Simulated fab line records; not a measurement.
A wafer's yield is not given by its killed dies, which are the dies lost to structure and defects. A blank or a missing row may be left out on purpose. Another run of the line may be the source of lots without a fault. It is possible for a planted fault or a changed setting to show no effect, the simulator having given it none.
Which of the tools did it? | flow nand-harc | route of 1302 steps, sampled at 1 step: 12 lots, 33 wafers

## WHAT THE GAUGES SHOWED, per wafer
NHARC_A_BLC_INSPECT_12.
lot  | measured     | on                | raw-defect-count
L684 | day 22 23:51 | defect-inspect-01 | 112 121 113
L687 | day 23 07:35 | defect-inspect-02 | 116 135 120
L685 | day 23 09:07 | defect-inspect-01 | 88 78 102
L686 | day 23 11:48 | defect-inspect-01 | 45 62 52
L692 | day 26 14:26 | defect-inspect-02 | 130 159
L693 | day 26 17:08 | defect-inspect-02 | 77 77
L694 | day 26 23:29 | defect-inspect-02 | 92 110
L701 | day 29 17:12 | defect-inspect-02 | 26 27 29
L700 | day 29 18:45 | defect-inspect-02 | 143 154 153
L703 | day 30 12:52 | defect-inspect-02 | 149 140 138
L704 | day 31 04:05 | defect-inspect-02 | 99 83 103
L707 | day 32 14:03 | defect-inspect-01 | 140 153 124

## WHICH TOOL RAN EACH LOT (tool, then ch and the chambers of the sampled wafers, then the start)
The record shows no process step preceding these readings.

## WHAT THE TOOLS THEMSELVES READ (means of the sampled wafers that have a number; where no wafer has one, the mark that the record gives instead)
The record holds no such reading with a usual standard deviation.

## THE ANSWER, worked out from the rows above alone
Rule: what is usual is taken from the lots themselves. Put in order of their means at a reading, lots are off if they are a third of the lots or fewer, leave a main group of 4 or more, and stand apart from it by a gap of 3 or more times the standard deviation of the main group's means; of several such gaps the widest counts. If all means in a main group match to the digits the tables above print for the reading, that group is not used. A lot without any number at a reading at which 4 lots or more have one is off too. Where the step has rows for the other lots, those lots are counted as sound. First the gauges in route order, then the tools' own readings, where a lot's mean is used as printed above. At the first step where some lot is off, the reading lying furthest off is the one used; lots without a number count as furthest.
Across all readings shown, no lot is off: no conclusion can be drawn from this.

## WHAT THE SIMULATOR HAD PUT IN
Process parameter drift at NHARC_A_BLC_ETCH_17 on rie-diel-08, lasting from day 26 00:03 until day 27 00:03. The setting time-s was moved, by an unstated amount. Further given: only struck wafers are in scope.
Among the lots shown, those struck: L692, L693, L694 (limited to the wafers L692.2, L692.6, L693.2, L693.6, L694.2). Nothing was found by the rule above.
